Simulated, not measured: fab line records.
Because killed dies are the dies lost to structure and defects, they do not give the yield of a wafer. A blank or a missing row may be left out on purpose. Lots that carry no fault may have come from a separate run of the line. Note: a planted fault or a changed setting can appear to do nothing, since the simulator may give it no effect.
fab line records ; flow n5_finfet
record lots=4; wafers=11; last_day=15
route steps=1938 shown BEOL_M4@1032 PASSIVATION@1936
lots untouched by any fault: they come from a run of this same line in which no faults occurred
start_h: start of the lot's first displayed wafer, in hours after the record's first day ; wait_h: time in hours since the lot's previous step ; " unchanged from the row above ; L1.1+2: a single row standing in for several wafers ; - no value, or no start given ; * or withheld: withheld ; < > ~ a bound
route shown NAME@n: NAME is a module with steps in the file, n the number in the route of the first one ; usual: mean and standard deviation over wafers with no fault ; same: alike in all rows ; chamber/n: place in a boat ; sites: readings site by site ; _std_site: their standard deviation ; _edge_site: outer sites' mean less inner sites' ; radius_mm: how far each site lies from the wafer's centre ; mask NAME#n: copy n ; behind: tool/chamber where the wafer was last shaped ; hold: cause of the lot's hold/its duration in hours/its outcome ; device: which transistor (n, p or np) failed to switch ; end of line: tests of these same wafers at the route's end ; a step given without rows: its recipe and nothing more ; killed: count of dies lost to structure and defects at first sort (not the wafer's yield) ; map: the dies of a wafer, with x for killed, . for not killed, _ for no die there
set.NAME: the run value of the setting; set.NAME@STEP: its run value at that earlier step ; model.NAME: the simulator's own value behind a step, which no gauge read
a table for each step, a row for each wafer; lots at some steps of the route
services: a tool's chamber out of use, with start hour (start_h, from the record's first day; less than 0 if before it), hours out, and reason
## steps
# step N5_BEOL_M4_PEB_09
# recipe peb_temp_c=100; peb_time_s=60; resist=CAR-EUV
# step N5_BEOL_M4_DEVELOP_10
# recipe develop_time_s=30; developer=TMAH; resist=CAR-EUV; rinse_liquid=surfactant_rinse; dry=air_spin; dev_temp_c=23
# step N5_BEOL_M4_DESCUM_16
# recipe chemistry=O2; time_s=7; source_power_w=50; bias_power_w=20; pressure_mtorr=20; rf_frequency_hz=2.712e+07; temp_c=40; resist=CAR-EUV; o2_flow_sccm=225
# step N5_BEOL_M4_ETCH_74
# recipe chemistry=N2/H2; target=underlayer; target_depth_a=65; mask_material=CAR-EUV; time_s=5.2; ion_energy_ev=200; pressure_mtorr=30; source_w=840; bias_w=150; n2_flow_sccm=200; h2_flow_sccm=200; ends=cleared
# step N5_BEOL_M4_ETCH_63
# recipe chemistry=CF4; target=SiARC; target_depth_a=156; mask_material=CAR-EUV; time_s=26; ion_energy_ev=80; pressure_mtorr=40; source_w=545; bias_w=36; Ar_flow_sccm=100; cf4_flow_sccm=100; ends=cleared
# step N5_BEOL_M4_ETCH_64
# recipe chemistry=N2/H2; target=SOC; target_depth_a=750; overetch_a=225; mask_material=SiARC; temp_c=40; time_s=121.9; ion_energy_ev=200; pressure_mtorr=30; source_w=840; bias_w=150; n2_flow_sccm=200; h2_flow_sccm=200
# step N5_BEOL_M4_STRIP_65
# recipe chemistry=N2/H2; temp_c=40; n2_flow_sccm=200; h2_flow_sccm=200; rf_frequency_hz=6e+07
# step N5_BEOL_M4_STRIP_75
# recipe chemistry=N2/H2; temp_c=40; n2_flow_sccm=200; h2_flow_sccm=200; rf_frequency_hz=6e+07
# step N5_BEOL_M4_STRIP_66
# recipe chemistry=CF4; resist=SiARC; power_w=300; bias_power_w=75; pressure_mtorr=50; cf4_flow_sccm=150; rf_frequency_hz=6e+07
# step N5_BEOL_M4_HM_OPEN_17
# recipe chemistry=Cl2/BCl3; target_depth_a=200; overetch_a=60; target=TiN; mask_material=SOC; ion_energy_ev=150; pressure_mtorr=10; icp_w=1000; bias_w=126; Cl2_flow_sccm=53.25; bcl3_flow_sccm=21.75; Ar_flow_sccm=25
# usual drypump_motor_current_A=5.6/0.59; he_backside_leak_sccm=3.34/0.19; oes_product_au=0.67/0.085; throttle_valve_pct=22.1/0.34
lot.wafer;tool;chamber;start_h;wait_h;drypump_motor_current_A;he_backside_leak_sccm;oes_product_au;rf_hours_counter_h;throttle_valve_pct;model.SOC_of_BEOL_M4_COAT_61.thk_nm;model.etch.depth_nm
L749.1;rie_metal-03;0;168.09;0.0;5.9;3.41;0.72;20;21.6;51.8;19.59
L749.3;rie_metal-03;0;168.09;0.0;5.9;3.42;0.72;-;21.6;51.8;19.99
L749.4;rie_metal-03;1;168.09;0.0;5.4;3.37;0.80;-;22.3;51.6;19.65
L751.3;rie_metal-02;0;188.75;0.1;5.5;3.11;0.69;-;22.1;52;20
L751.4;rie_metal-02;1;188.75;0.1;5.0;3.53;0.57;-;21.8;52.2;19.79
L751.5;rie_metal-02;1;188.75;0.1;5.0;3.57;0.56;-;21.8;52.2;19.71
L757.4;rie_metal-03;0;221.08;0.1;5.9;3.39;0.65;-;21.7;55.2;17.26
L757.5;rie_metal-03;0;221.08;0.1;5.9;3.22;0.72;-;21.6;52;20.26
L760.1;rie_metal-03;1;235.16;0.0;5.5;3.09;0.70;8;22.4;55;16.68
L760.2;rie_metal-03;0;235.16;0.0;5.9;3.25;0.71;26;21.6;51.8;19.85
L760.4;rie_metal-03;0;235.16;0.0;5.9;3.25;0.65;-;21.7;54.8;17.24
# step N5_BEOL_M4_STRIP_19
# recipe chemistry=O2; power_w=400; temp_c=40; pressure_mtorr=30; rf_frequency_hz=6e+07; bias_power_w=0; overash_fraction=0.2; o2_flow_sccm=225
# step N5_BEOL_M4_COAT_67
# recipe resist=SOC; temp_c=250; time_s=60; spin_rpm=1500; resist_thk_nm=60
# step N5_BEOL_M4_COAT_68
# recipe resist=SiARC; temp_c=220; time_s=60; spin_rpm=1500; resist_thk_nm=12
# step N5_BEOL_M4_COAT_76
# recipe resist=underlayer; temp_c=205; time_s=60; spin_rpm=1500; resist_thk_nm=5
# step N5_BEOL_M4_COAT_22
# recipe resist=CAR-EUV; spin_rpm=1500; resist_thk_nm=30
# step N5_BEOL_M4_EBR_24
# recipe solvent=PGMEA; ebr_width_mm=1.5
# step N5_BEOL_M4_SOFTBAKE_23
# recipe temp_c=110; time_s=60; resist=CAR-EUV
# step N5_BEOL_M4_EXPOSE_25
# recipe mask_id=V3; na=0.33; source_shape=quasar; sigma_inner=0.2; sigma_outer=0.8; polarization=unpolarized; defocus_nm=5; dose_mj=63
# step N5_BEOL_M4_PEB_26
# recipe peb_temp_c=100; peb_time_s=60; resist=CAR-EUV
# step N5_BEOL_M4_DEVELOP_27
# recipe develop_time_s=30; developer=TMAH; resist=CAR-EUV; rinse_liquid=surfactant_rinse; dry=air_spin; dev_temp_c=23
# step N5_BEOL_M4_DESCUM_33
# recipe chemistry=O2; time_s=7; source_power_w=50; bias_power_w=20; pressure_mtorr=20; rf_frequency_hz=2.712e+07; temp_c=40; resist=CAR-EUV; o2_flow_sccm=225
# step N5_BEOL_M4_ETCH_77
# recipe chemistry=N2/H2; target=underlayer; target_depth_a=65; mask_material=CAR-EUV; time_s=5.2; ion_energy_ev=200; pressure_mtorr=30; source_w=840; bias_w=150; n2_flow_sccm=200; h2_flow_sccm=200; ends=cleared
# step N5_BEOL_M4_ETCH_69
# recipe chemistry=CF4; target=SiARC; target_depth_a=156; mask_material=CAR-EUV; time_s=26; ion_energy_ev=80; pressure_mtorr=40; source_w=545; bias_w=36; Ar_flow_sccm=100; cf4_flow_sccm=100; ends=cleared
# step N5_BEOL_M4_ALD_98
# recipe material=SiO2; target_thk_a=25; temp_c=100; ald_precursor_family=BDEAS; ald_co_reactant=O2-plasma; pulse_time_s=1; co_reactant_pulse_time_s=1; purge_time_s=2; co_reactant_purge_time_s=2; ald_cycles=17; pressure_torr=2
# step N5_BEOL_M4_ETCHBACK_99
# recipe chemistry=CHF3; target=SiO2; target_depth_a=50; time_s=10.4; source_w=215; bias_w=47; Ar_flow_sccm=200; CHF3_flow_sccm=12; ion_energy_ev=100; pressure_mtorr=30
# usual drypump_motor_current_A=5.6/0.44; oes_product_au=0.83/0.091; rf_vpp_V=241/6.4; showerhead_plenum_p_Torr=2.15/0.047; throttle_valve_pct=17.06/0.17
lot.wafer;tool;chamber;start_h;wait_h;drypump_motor_current_A;oes_product_au;rf_hours_counter_h;rf_vpp_V;showerhead_plenum_p_Torr;throttle_valve_pct
L749.1;rie_diel-03;2;173.53;4.6;5.3;0.69;230;244;2.18;17.24
L749.3;rie_diel-03;3;173.53;4.6;5.5;0.92;20;246;2.21;17.03
L749.4;rie_diel-03;0;173.53;4.6;5.8;0.65;247;234;2.13;17.30
L751.3;rie_diel-03;1;191.27;1.3;6.3;0.80;83;251;2.17;17.03
L751.4;rie_diel-03;3;191.27;1.3;5.5;0.91;-;243;2.20;17.04
L751.5;rie_diel-03;2;191.27;1.3;5.4;0.68;-;245;2.18;17.26
L757.4;rie_diel-05;2;224.80;2.7;5.3;0.43;131;237;2.15;16.96
L757.5;rie_diel-05;0;224.80;2.7;6.0;0.69;-;234;2.03;17.12
L760.1;rie_diel-05;2;238.29;2.0;5.3;0.41;134;237;2.14;16.98
L760.2;rie_diel-05;0;238.29;2.0;6.0;0.69;206;235;2.03;17.13
L760.4;rie_diel-05;3;238.29;2.0;5.8;0.42;198;237;2.13;17.41
# step N5_BEOL_M4_ETCH_70
# recipe chemistry=N2/H2; target=SOC; target_depth_a=800; overetch_a=240; mask_material=SiARC; temp_c=40; time_s=130; ion_energy_ev=200; pressure_mtorr=30; source_w=840; bias_w=150; n2_flow_sccm=200; h2_flow_sccm=200
# step N5_BEOL_M4_STRIP_71
# recipe chemistry=N2/H2; temp_c=40; n2_flow_sccm=200; h2_flow_sccm=200; rf_frequency_hz=6e+07
# step N5_BEOL_M4_STRIP_78
# recipe chemistry=N2/H2; temp_c=40; n2_flow_sccm=200; h2_flow_sccm=200; rf_frequency_hz=6e+07
# step N5_BEOL_M4_STRIP_83
# recipe chemistry=C4F6/O2; resist=SiARC; rf_frequency_hz=6e+07
# step N5_BEOL_M4_STRIP_36
# recipe chemistry=N2/H2; power_w=450; temp_c=40; pressure_mtorr=20; rf_frequency_hz=6e+07; overash_fraction=0.3; bias_power_w=7; h2_frac=0.5; n2_flow_sccm=200; h2_flow_sccm=200
# step N5_BEOL_M4_TRENCH_ETCH_37
# recipe chemistry=C4F6/O2; target_depth_a=555.55; target=SiOC; time_s=29.2; ion_energy_ev=250; pressure_mtorr=30; source_w=355; bias_w=185; Ar_flow_sccm=300; C4F6_flow_sccm=10; O2_flow_sccm=10
# step N5_BEOL_M4_ETCH_41
# recipe chemistry=CH3F/O2; target=SiCN; target_depth_a=299; taper_deg=2; time_s=52.5; ion_energy_ev=120; mask_material=TiN; pressure_mtorr=30; source_w=395; bias_w=75; Ar_flow_sccm=150; CH3F_flow_sccm=30; O2_flow_sccm=20
# usual O2_flow_sccm=19.99/0.056; drypump_motor_current_A=5.6/0.44; oes_product_au=0.83/0.09; rf_vpp_V=297.4/1.2; showerhead_plenum_p_Torr=2.00/0.044; throttle_valve_pct=16.32/0.16
lot.wafer;tool;chamber;start_h;wait_h;O2_flow_sccm;drypump_motor_current_A;oes_product_au;rf_hours_counter_h;rf_vpp_V;showerhead_plenum_p_Torr;throttle_valve_pct
L749.1;rie_diel-03;2;-;-;20.00;5.4;0.69;230;296.5;2.04;16.54
L749.3;rie_diel-03;3;-;-;19.94;5.5;0.94;20;297.5;2.05;16.23
L749.4;rie_diel-03;0;-;-;20.10;5.8;0.66;248;296.4;1.97;16.57
L751.3;rie_diel-03;1;-;-;19.99;6.3;0.81;83;297.8;2.02;16.30
L751.4;rie_diel-03;3;-;-;20.08;5.5;0.92;-;297.3;2.04;16.22
L751.5;rie_diel-03;2;-;-;20.02;5.3;0.69;-;300.3;2.03;16.56
L757.4;rie_diel-05;2;-;-;19.99;5.3;0.43;131;298.4;2.00;16.27
L757.5;rie_diel-05;0;-;-;20.00;6.0;0.69;-;295.8;1.89;16.38
L760.1;rie_diel-05;2;-;-;20.10;5.3;0.41;134;297.2;2.00;16.26
L760.2;rie_diel-05;0;-;-;20.05;6.0;0.69;206;295.4;1.89;16.41
L760.4;rie_diel-05;3;-;-;19.96;5.8;0.43;198;297.9;1.98;16.68
# step N5_BEOL_M4_STRIP_97
# recipe chemistry=N2/H2; time_s=10; power_w=450; temp_c=40; pressure_mtorr=20; rf_frequency_hz=6e+07; bias_power_w=7; n2_flow_sccm=200; h2_flow_sccm=200
# step N5_BEOL_M4_OCD_MEAS_38
# usual trench_depth_nm=55.8/1.6
lot.wafer;tool;chamber;start_h;wait_h;trench_depth_nm
L749.1;ocd-02;-;173.93;-;55.3
L749.3;ocd-02;-;173.93;-;59.1
L749.4;ocd-02;-;173.93;-;53.9
L751.3;ocd-02;-;191.67;-;54.2
L751.4;ocd-02;-;191.67;-;59.1
L751.5;ocd-02;-;191.67;-;54.1
L757.4;ocd-02;-;225.20;-;17.2
L757.5;ocd-02;-;225.20;-;54.6
L760.1;ocd-01;-;238.69;-;14.8
L760.2;ocd-01;-;238.69;-;53.9
L760.4;ocd-01;-;238.69;-;20.3
# step N5_BEOL_M4_THK_MEAS_53
# recipe thk_meas_gauge=xrf; reads=Cu_of_BEOL_M4_ECD_50
# usual M4_THK=41.4/2.4
lot.wafer;tool;chamber;start_h;wait_h;M4_THK[nm]
L749.1;film_metro-02;-;178.13;-;41.7
L749.3;film_metro-02;-;178.13;-;45.3
L749.4;film_metro-02;-;178.13;-;38.5
L751.3;film_metro-02;-;196.81;-;40.6
L751.4;film_metro-02;-;196.81;-;45.9
L751.5;film_metro-02;-;196.81;-;39.8
L757.4;film_metro-02;-;228.92;-;-
L757.5;film_metro-02;-;228.92;-;39.4
L760.1;film_metro-01;-;242.59;-;-
L760.2;film_metro-01;-;242.59;-;39.1
L760.4;film_metro-01;-;242.59;-;-
# step N5_BEOL_M4_RS_MEAS_58
# recipe thk_meas_gauge=four-point-probe; reads=Co_of_BEOL_M4_CO_CAP_55+Cu_of_BEOL_M4_ECD_50+Co_of_BEOL_M4_CVD_47+TaN_of_BEOL_M4_ALD_84
# usual M4_RS=0.66/0.049
lot.wafer;tool;chamber;start_h;wait_h;M4_RS[ohm/sq]
L749.1;film_metro-01;-;178.40;0.0;0.64
L749.3;film_metro-01;-;178.40;0.0;0.58
L749.4;film_metro-01;-;178.40;0.0;0.72
L751.3;film_metro-01;-;197.07;0.1;0.68
L751.4;film_metro-01;-;197.07;0.1;0.58
L751.5;film_metro-01;-;197.07;0.1;0.70
L757.4;film_metro-02;-;229.18;0.0;-
L757.5;film_metro-02;-;229.18;0.0;0.70
L760.1;film_metro-01;-;242.85;0.0;-
L760.2;film_metro-01;-;242.85;0.0;0.71
L760.4;film_metro-01;-;242.85;0.0;-
# step N5_BEOL_M4_RC_MEAS_101
# usual DIBL_N=36.0/2; DIBL_P=35.9/2.5; IOFF_N=0.16/0.038; IOFF_P=0.21/0.04; ION_N=675/14; ION_P=462/9.4; SS_N=71.5/0.75; SS_P=73.2/0.74; VT_N=250/3.9; VT_P=-251/3.2
lot.wafer;tool;chamber;start_h;wait_h;DIBL_N[mV/V];DIBL_P[mV/V];IOFF_N[nA/um];IOFF_P[nA/um];ION_N[uA/um];ION_P[uA/um];SS_N[mV/dec];SS_P[mV/dec];VT_N[mV];VT_P[mV]
L749.1;prober-01;0;178.45;0.0;32.7;29.8;0.12;0.16;666;460;70.3;71.8;252;-252
L749.3;prober-01;0;178.45;0.0;36.5;35.1;0.18;0.23;690;469;71.6;73.2;246;-249
L749.4;prober-01;0;178.45;0.0;37.7;36.1;0.22;0.26;700;476;70.9;73.6;241;-248
L751.3;prober-01;0;197.43;0.3;39.6;40.5;0.21;0.26;679;463;72.7;73.6;247;-250
L751.4;prober-01;0;197.43;0.3;35.5;36.5;0.13;0.19;644;446;70.8;73.6;255;-254
L751.5;prober-01;0;197.43;0.3;38.2;37.5;0.19;0.20;671;452;72.4;74.1;249;-255
L757.5;prober-02;0;229.85;0.6;33.3;34.3;0.12;0.18;669;461;70.8;72.6;251;-252
L760.2;prober-01;0;243.06;0.2;35.5;33.9;0.15;0.19;667;450;72.2;72.3;248;-249
# step N5_PASSIVATION_PROBE_49
# usual defect_limited_yield=91.3/1.5; killed_at_M0_to_M3=33/12; killed_at_M4_up=15/5.2; killed_at_contacts=12/5.1; killed_at_front_end=39/11; killed_at_other=5/3.6; killed_dies=103/18; killed_on_rim=14/4.3; killed_open=67/13; killed_short=33/7.8; sort_bin_5_function=5.1/0.96; sort_bin_6_memory=3.2/0.71; sort_n_pass=1077/18; sort_yield_pct=91.3/1.5
# same gross_dies=1180; killed_at_back_side=0; sort_bin_4_leakage[%]=0; sort_bin_8_speed[%]=0
lot.wafer;tool;chamber;start_h;wait_h;defect_limited_yield[%];killed_at_M0_to_M3;killed_at_M4_up;killed_at_contacts;killed_at_front_end;killed_at_other;killed_dies;killed_on_rim;killed_open;killed_short;sort_bin_5_function[%];sort_bin_6_memory[%];sort_n_pass;sort_yield_pct[%]
L757.4;prober-02;-;328.05;0.2;24.3;55;795;9;25;9;893;69;71;42;71.8;3.6;287;24.3
L760.1;prober-02;-;348.79;0.0;23.3;38;766;13;83;5;905;65;92;40;70.7;4.3;275;23.3
L760.2;prober-02;-;348.84;0.1;91.7;17;6;14;45;16;98;20;64;34;4.9;2.9;1082;91.7
L760.4;prober-02;-;348.94;0.2;35.3;14;684;9;49;8;764;152;62;30;61.7;2.9;416;35.3
# killed by level:class
L757.4 BEOL_M4:area_open=779 BEOL_M2:geometric_particle:open=15 BEOL_M0_SAQP:geometric_particle:open=14 MOL_CONTACT_COAG:geometric_particle:open=8 BEOL_M0_SAQP:geometric_particle:short=7 BEOL_M1:geometric_particle:open=7 STARTING-WAFER:geometric_particle:short=5 BEOL_M4:geometric_particle:open=5
L760.1 BEOL_M4:area_open=758 FIN_SAQP:geometric_particle:open=17 STI_FIN_REVEAL:geometric_particle:open=16 HKMG_FIN:area_etch=15 MOL_CONTACT_COAG:geometric_particle:open=11 GATE_CUT:geometric_particle:short=8 FIN_SAQP:geometric_particle:short=7 GATE_CUT:geometric_particle:open=7
L760.2 STI_FIN_REVEAL:geometric_particle:open=14 MOL_CONTACT_COAG:geometric_particle:open=11 FIN_SAQP:geometric_particle:short=9 FIN_SAQP:geometric_particle:open=8 BEOL_M1:geometric_particle:open=6 GATE_CUT:geometric_particle:short=5 MIM_TOP:geometric_particle:open=4 BEOL_M2:geometric_particle:open=4
L760.4 BEOL_M4:area_open=672 FIN_SAQP:geometric_particle:open=11 STI_FIN_REVEAL:geometric_particle:open=9 FIN_SAQP:geometric_particle:short=8 MOL_CONTACT_COAG:geometric_particle:open=8 GATE_CUT:geometric_particle:short=7 BEOL_M4:geometric_particle:open=5 STARTING-WAFER:geometric_particle:open=5
# map L757.4 (x killed, . not)
_________________xx..........________________
______________...xx.x..xxxxxxxxx_____________
___________.x.xxxxx..xxxxxxxxxxx.xx__________
__________x....x..xxx.xxxxxxxxxxxx.x_________
________...xx.x.xxxxxxxxxxxxxxxxxxxxxx_______
_______.xx..x..xxxxxxxxxxxxxxxxxxxx.x..______
______..x..xx.xxxxxxxxxxxxxxxxxxxxxxxx.._____
_____..xxx.xx..xxxxxxxxxxxxxxxxxxxxxx..xx____
____....xxxxxxxxxxxxxxxxxxxxxxxxxx.xxx....___
___....x.x.xxxxxxxxxxxxxxx.xxxxxxx.x..x....__
___x.xxx.xxxxxxxxxxxxxxxxxxxxxxxx..xx......__
__...xx..x..xxxxxx.xxxxxxxxxxxxxx.xx........_
__.x.xxxxxxxxxxxxxxxxxx.xxxxxxxx..x..xxxx..._
_x......x.xxxxxxxxxxxxxxxxxxxxxxxxxx.x.....x.
_.x..x.xxxxxxxxxxxxxxxxxxxxxxxxxxxx.xx..xx.xx
_.xx....xxx.xxxxxxxxxxxxxxxxxxxxxxxx.xx.x...x
_....x.x.x.xxxxxxxxxxxxxxxxx.xxxxxxxxx.xx.xxx
_xx.xxx..xx.xxxxxxxxxxxxxxxxxxxxxxxxxxx.xx.xx
_..x.x..xxxxxxx.xxxxxxxxxxxxxxxxxxxxxxxx.xxx.
_x..xxxxx.xxxx.xxxxxxxxxxxxxxxxxxxxx.xxxxxxxx
_....x.x..xxxxxxxxxxxxxxxxxxxxxxxxxxxxxx.xxxx
__.x.xxxxxxxxxxxxxxxxxxxxxxxxxxxxxxxxxxxxxxx_
__.x..xx..xxxxxxxxxxxxxxxxxxxxxxxxxxxxxxx.xx_
___..x..xx.xxxxxxxx.xxxxxxxxxxxxx.x.xxxxxxx__
___......xx.xxxxxx.xxxxxxxxxxxxxxxxxxx.xxx.__
____......x.xxxxxxx.xxx.xxxxxxxxxxxxxx.xx.___
_____.x.....x.xxx..xxxxxxxxxxx.xxxxxxxxxx____
______.....x..xxx.xxx.x.xx.xxx.xxxxxxx.x_____
_______..x.xxxxxxx.xxxxxxxxx.xxxxxxx...______
________.....xxxxx.xxxx.xxxxxx.xxx.xxx_______
__________xxx.xxxx..x.xxxxxx.xx..xxx_________
___________xx.xxx.xx..xxxxx.x.x..x.__________
______________xx.xxxxxxx...xxxxx_____________
_________________xxx..xxxxx..________________
# map L760.1 (x killed, . not)
_________________...x...x.x..________________
______________xx.....x..x.x.x..._____________
___________.xx.x.x.x.x.xx.x.xxxx...__________
__________xxxx.x.xxxxxx.x.x.xxx.x..x_________
________..xxx.xxxxxxxxxxxxxxxxx.x.x..._______
_______....xxxxxxxxxxxxxxxxxxxxx...x.x.______
______x....x.x.xxxxxxxxxxxxxxxxxxx.x...._____
_____x.x....x.xxxxxxxxxxxxxxxxxxx..xx.xxx____
____....x.xx.xxxxxxxxxxxxxxxxxxxxx..xxx...___
___.....x.xxxxxxxxxxxxxxxxxxxxxxxxxxx..xx..__
___.x.xx.xx.xxxxxxxxxxxxxxxxxxxxxxxx.xx.x.x__
__x..xxxx..xxx.xxxxxxxxxxxxxxxxxxx.xxxxxxx.._
__.x...xxxxxxxxxxxxxxxxxxxxxxxxxx.x.....x.xx_
_...xxxxxxxxxxxxxxxxxxxxxxxxxxxxxxx.x...xxx..
_...x.xxxxxxxxxxxxxxxxxxxxxxxx.x.x.x.x.xx...x
_..x.x.xxxxxxxxxxxxxxxxxxxxx.x..x...x.xxx.xx.
_x...xxxxxxxxxxxxxxxxxxxxxxxxxxx..x.x..xx...x
_x..x.x.xxxxxxxxxxxxxxxxxxxxxxx.x.x.x.xx.x...
_...x..xxxxx.xxxxxxxxxxxxxx.xxxx.xxxxxxxxxxx.
_.....xx.xxxxxxxxxxxxxxxxxxxxxxxxxxx.xx...x.x
_....x..xxxxxxxxxxxxxxxxxxxxxxxxxxxxxx.x.x..x
__x.xxxxxxxxxxxxxxxxxxxxxxxxxxxxxxxxxxxx.xx._
__..x...xxxxxxxxxxxxxxxxxxxxxxxxxxxxxxxx.x.._
___...xxxxxxxxxxxxxxxxxxxxxxxxxxxxxxx.xxx..__
___.xxxxxxxxxxxxxxxxxxxxxxxxxxxxxxxxx.....x__
____xxxxxxxxxxxxxxxxxxxxxxxxxxxxxxxxxxxxx.___
_____.x.xxxxxxxxxxxxxxxxxxxxxxxxxxxxxxxxx____
______xxx.xxxxxxxxxxxxxxxxxxxxxxx.xxx.x._____
_______.xxxxxxxxxxxxxxxxxxxxx..x.x.xxxx______
________xxx..xxxxxxxxxxxxxxxxxx.....x._______
__________xxxxxxxxxxxxxxxxxxxx.....x_________
___________...x..xxxxxxxxxxxx......__________
______________xxx.xxxxxxxxxxxx.._____________
_________________..xxxxxxxxxx________________
## services
tool;chamber;start_h;hours;kind
rie_metal-02;0;144.98;2.3;repair
rie_metal-02;-;158.34;0.6;repair
rie_diel-03;0;180.04;-;clean
rie_diel-03;0;180.04;-;consumable_replace:focus_ring
rie_diel-03;0;180.04;25.4;scheduled_down
rie_diel-03;0;180.04;25.4;vent_cycle
rie_metal-02;0;218.57;12.5;repair
rie_diel-03;2;222.26;-;clean
rie_diel-03;2;222.26;-;consumable_replace:focus_ring
rie_diel-03;2;222.26;19.4;scheduled_down
rie_diel-03;2;222.26;19.4;vent_cycle
rie_metal-02;-;233.20;1.2;repair
## key
first_sign step=N5_BEOL_M4_ETCHBACK_99; reading=oes_product_au; direction=down; sigmas=4.5; usual=0.83; struck=0.42
effect step=N5_BEOL_M4_ETCH_41; reading=oes_product_au; direction=down; sigmas=4.5; usual=0.83; struck=0.42
effect step=N5_BEOL_M4_OCD_MEAS_38; reading=trench_depth_nm; direction=down; sigmas=25; usual=55.8; struck=17.5
effect step=N5_BEOL_M4_THK_MEAS_53; reading=M4_THK; direction=missing
effect step=N5_BEOL_M4_RS_MEAS_58; reading=M4_RS; direction=missing
effect step=N5_PASSIVATION_PROBE_49; reading=killed_at_M4_up; direction=up; sigmas=99+; usual=15; struck=748
model_effect step=N5_BEOL_M4_HM_OPEN_17; value=SOC_of_BEOL_M4_COAT_61.thk_nm; without=51.93; struck=55
more_kills_born_at N5_BEOL_M4_HM_OPEN_17@rie_metal-03=2209
met_at N5_BEOL_M4_HM_OPEN_17
struck_wafers L757.4,L760.1,L760.4
later_rows_left_out L757.4,L760.1,L760.4
baseline_loss step=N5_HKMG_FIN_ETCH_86; wafers=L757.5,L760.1
onset_between 168.09 221.08
fault kind=process_parameter_drift; tool=rie_metal-03; chamber=-; onset_h=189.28; steps=N5_BEOL_M4_HM_OPEN_17; channel=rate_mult; offset=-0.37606; shape=step; end_h=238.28; scope=struck_wafers_only
# later_rows_left_out: the simulator's readings of these wafers behind a module that went badly wrong aren't trusted and aren't shown, but for the sort
# baseline_loss: these wafers lose ten dies or more at that step, a loss of the line's own and not of a fault; the sort's usual values leave them out
